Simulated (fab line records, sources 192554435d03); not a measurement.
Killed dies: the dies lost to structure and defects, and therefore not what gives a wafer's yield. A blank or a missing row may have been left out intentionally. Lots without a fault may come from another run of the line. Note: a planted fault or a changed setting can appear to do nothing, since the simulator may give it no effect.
Check of tool commonality || flow n5Finfet || Sample size 8 lots and 21 wafers

== REASON FOR OPENING ==
At N5_BEOL_M9_OCD_MEAS_38 the reading trenchDepthNm is flagged on 2 of 8 lots. No-fault wafers: 152 nm, standard deviation 3.3.
Rule: a lot is flagged in two cases, either no wafer of it has a number, or all its wafers with numbers fall more than 4 standard deviations from that mean. All remaining lots are regarded as sound.

{"lot": "L818", "measured": "day 10 02:28", "on": "ocd-02", "trenchDepthNm (nm), wafer by wafer": "154 149 150", "flag": ""}
{"lot": "L824", "measured": "day 11 20:45", "on": "ocd-02", "trenchDepthNm (nm), wafer by wafer": "0 0 0", "flag": "FLAGGED"}
{"lot": "L825", "measured": "day 11 21:54", "on": "ocd-02", "trenchDepthNm (nm), wafer by wafer": "0 0 0", "flag": "FLAGGED"}
{"lot": "L830", "measured": "day 13 12:20", "on": "ocd-01", "trenchDepthNm (nm), wafer by wafer": "155 155 154", "flag": ""}
{"lot": "L831", "measured": "day 13 19:00", "on": "ocd-02", "trenchDepthNm (nm), wafer by wafer": "153 153", "flag": ""}
{"lot": "L835", "measured": "day 14 04:02", "on": "ocd-01", "trenchDepthNm (nm), wafer by wafer": "149 146 146", "flag": ""}
{"lot": "L833", "measured": "day 14 04:46", "on": "ocd-02", "trenchDepthNm (nm), wafer by wafer": "145 156", "flag": ""}
{"lot": "L836", "measured": "day 15 07:55", "on": "ocd-02", "trenchDepthNm (nm), wafer by wafer": "147 157", "flag": ""}
The numbers of the flagged lots are 0 nm on average: -152 nm against the usual, or -46 standard deviations.

== LOT BY LOT: THE TOOL USED ==
The record holds 4 process steps before the reading, out of a route of 1938 steps. Each cell gives the tool, then ch followed by the chambers the sampled wafers passed through, then the start.
{"lot": "L818", "flag": "", "N5_BEOL_M9_DESCUM_33": "rieDiel-04 ch 1,2,3, day 10 02:01", "N5_BEOL_M9_ETCH_65": "rieDiel-04 ch 1,2,3, day 10 02:04", "N5_BEOL_M9_ETCH_66": "rieDiel-04 ch 1,2,3, day 10 02:05", "N5_BEOL_M9_TRENCH_ETCH_37": "rieDiel-04 ch 1,2,3, day 10 02:18"}
{"lot": "L824", "flag": "FLAGGED", "N5_BEOL_M9_DESCUM_33": "rieDiel-04 ch 0,1,3, day 11 20:18", "N5_BEOL_M9_ETCH_65": "rieDiel-04 ch 0,1,3, day 11 20:21", "N5_BEOL_M9_ETCH_66": "rieDiel-04 ch 0,1,3, day 11 20:23", "N5_BEOL_M9_TRENCH_ETCH_37": "rieDiel-04 ch 0,1,3, day 11 20:35"}
{"lot": "L825", "flag": "FLAGGED", "N5_BEOL_M9_DESCUM_33": "rieDiel-04 ch 1,2,3, day 11 21:26", "N5_BEOL_M9_ETCH_65": "rieDiel-04 ch 1,2,3, day 11 21:30", "N5_BEOL_M9_ETCH_66": "rieDiel-04 ch 1,2,3, day 11 21:31", "N5_BEOL_M9_TRENCH_ETCH_37": "rieDiel-04 ch 1,2,3, day 11 21:44"}
{"lot": "L830", "flag": "", "N5_BEOL_M9_DESCUM_33": "rieDiel-05 ch 2,3, day 13 11:52", "N5_BEOL_M9_ETCH_65": "rieDiel-05 ch 2,3, day 13 11:55", "N5_BEOL_M9_ETCH_66": "rieDiel-05 ch 2,3, day 13 11:57", "N5_BEOL_M9_TRENCH_ETCH_37": "rieDiel-05 ch 2,3, day 13 12:09"}
{"lot": "L831", "flag": "", "N5_BEOL_M9_DESCUM_33": "rieDiel-05 ch 2, day 13 18:32", "N5_BEOL_M9_ETCH_65": "rieDiel-05 ch 2, day 13 18:35", "N5_BEOL_M9_ETCH_66": "rieDiel-05 ch 2, day 13 18:37", "N5_BEOL_M9_TRENCH_ETCH_37": "rieDiel-05 ch 2, day 13 18:49"}
{"lot": "L835", "flag": "", "N5_BEOL_M9_DESCUM_33": "rieDiel-04 ch 1,3, day 14 03:34", "N5_BEOL_M9_ETCH_65": "rieDiel-04 ch 1,3, day 14 03:37", "N5_BEOL_M9_ETCH_66": "rieDiel-04 ch 1,3, day 14 03:39", "N5_BEOL_M9_TRENCH_ETCH_37": "rieDiel-04 ch 1,3, day 14 03:51"}
{"lot": "L833", "flag": "", "N5_BEOL_M9_DESCUM_33": "rieDiel-04 ch 1,2, day 14 04:19", "N5_BEOL_M9_ETCH_65": "rieDiel-04 ch 1,2, day 14 04:22", "N5_BEOL_M9_ETCH_66": "rieDiel-04 ch 1,2, day 14 04:24", "N5_BEOL_M9_TRENCH_ETCH_37": "rieDiel-04 ch 1,2, day 14 04:36"}
{"lot": "L836", "flag": "", "N5_BEOL_M9_DESCUM_33": "rieDiel-04 ch 0,1, day 15 07:27", "N5_BEOL_M9_ETCH_65": "rieDiel-04 ch 0,1, day 15 07:30", "N5_BEOL_M9_ETCH_66": "rieDiel-04 ch 0,1, day 15 07:32", "N5_BEOL_M9_TRENCH_ETCH_37": "rieDiel-04 ch 0,1, day 15 07:44"}
What these steps do:
- N5_BEOL_M9_DESCUM_33: chemistry O2, time 7 s.
- N5_BEOL_M9_ETCH_65: etches SiARC in CF4, target depth 15.6 nm, time 26 s.
- N5_BEOL_M9_ETCH_66: etches SOC in N2/H2, target depth 80 nm, overetch 16 nm, time 120 s.
- N5_BEOL_M9_TRENCH_ETCH_37: etches SiCOH lowk in C4F6/O2, target depth 151.43 nm, time 49 s.
- N5_BEOL_M9_OCD_MEAS_38

== FLAGGED AGAINST TOTAL, ONE TOOL AT A TIME (gauges that did the reading follow at the end) ==
{"step": "N5_BEOL_M9_DESCUM_33", "tool": "rieDiel-04", "lots run": 6, "flagged": 2, "share of the flagged lots": "all", "sound lots run after its first flagged lot": "3 (L835,L833,L836)"}
{"step": "N5_BEOL_M9_DESCUM_33", "tool": "rieDiel-05", "lots run": 2, "flagged": 0, "share of the flagged lots": "none", "sound lots run after its first flagged lot": "-"}
{"step": "N5_BEOL_M9_ETCH_65", "tool": "rieDiel-04", "lots run": 6, "flagged": 2, "share of the flagged lots": "all", "sound lots run after its first flagged lot": "3 (L835,L833,L836)"}
{"step": "N5_BEOL_M9_ETCH_65", "tool": "rieDiel-05", "lots run": 2, "flagged": 0, "share of the flagged lots": "none", "sound lots run after its first flagged lot": "-"}
{"step": "N5_BEOL_M9_ETCH_66", "tool": "rieDiel-04", "lots run": 6, "flagged": 2, "share of the flagged lots": "all", "sound lots run after its first flagged lot": "3 (L835,L833,L836)"}
{"step": "N5_BEOL_M9_ETCH_66", "tool": "rieDiel-05", "lots run": 2, "flagged": 0, "share of the flagged lots": "none", "sound lots run after its first flagged lot": "-"}
{"step": "N5_BEOL_M9_TRENCH_ETCH_37", "tool": "rieDiel-04", "lots run": 6, "flagged": 2, "share of the flagged lots": "all", "sound lots run after its first flagged lot": "3 (L835,L833,L836)"}
{"step": "N5_BEOL_M9_TRENCH_ETCH_37", "tool": "rieDiel-05", "lots run": 2, "flagged": 0, "share of the flagged lots": "none", "sound lots run after its first flagged lot": "-"}
{"step": "N5_BEOL_M9_OCD_MEAS_38", "tool": "ocd-01", "lots run": 2, "flagged": 0, "share of the flagged lots": "none", "sound lots run after its first flagged lot": "-"}
{"step": "N5_BEOL_M9_OCD_MEAS_38", "tool": "ocd-02", "lots run": 6, "flagged": 2, "share of the flagged lots": "all", "sound lots run after its first flagged lot": "3 (L831,L833,L836)"}

== WHAT THE TABLE PERMITS ==
5 rows of the table ran every flagged lot: rieDiel-04 at N5_BEOL_M9_DESCUM_33, rieDiel-04 at N5_BEOL_M9_ETCH_65, rieDiel-04 at N5_BEOL_M9_ETCH_66, rieDiel-04 at N5_BEOL_M9_TRENCH_ETCH_37, ocd-02 at N5_BEOL_M9_OCD_MEAS_38.
- rieDiel-04 at N5_BEOL_M9_DESCUM_33 ran 6 lots, 2 of them flagged. Sound lots ran on it after the first flagged one (L835, L833, L836), which a lasting fault on the whole tool wouldn't allow.
- rieDiel-04 at N5_BEOL_M9_ETCH_65 ran 6 lots, 2 of them flagged. Sound lots ran on it after the first flagged one (L835, L833, L836), which a lasting fault on the whole tool wouldn't allow.
- rieDiel-04 at N5_BEOL_M9_ETCH_66 ran 6 lots, 2 of them flagged. Sound lots ran on it after the first flagged one (L835, L833, L836), which a lasting fault on the whole tool wouldn't allow.
- rieDiel-04 at N5_BEOL_M9_TRENCH_ETCH_37 ran 6 lots, 2 of them flagged. Sound lots ran on it after the first flagged one (L835, L833, L836), which a lasting fault on the whole tool wouldn't allow. On the flagged lots its readings are blank where sound lots have values: C4F6_flow_sccm, O2_flow_sccm, drypumpMotorCurrentA, oes_o_777_au and 4 more.
- ocd-02 at N5_BEOL_M9_OCD_MEAS_38 ran 6 lots, 2 of them flagged. Sound lots ran on it after the first flagged one (L831, L833, L836), which a lasting fault on the whole tool wouldn't allow.
None of the table's rows ran every flagged lot and, after the first, no sound lot.

== WHAT HAD BEEN PUT IN BY THE SIMULATOR ==
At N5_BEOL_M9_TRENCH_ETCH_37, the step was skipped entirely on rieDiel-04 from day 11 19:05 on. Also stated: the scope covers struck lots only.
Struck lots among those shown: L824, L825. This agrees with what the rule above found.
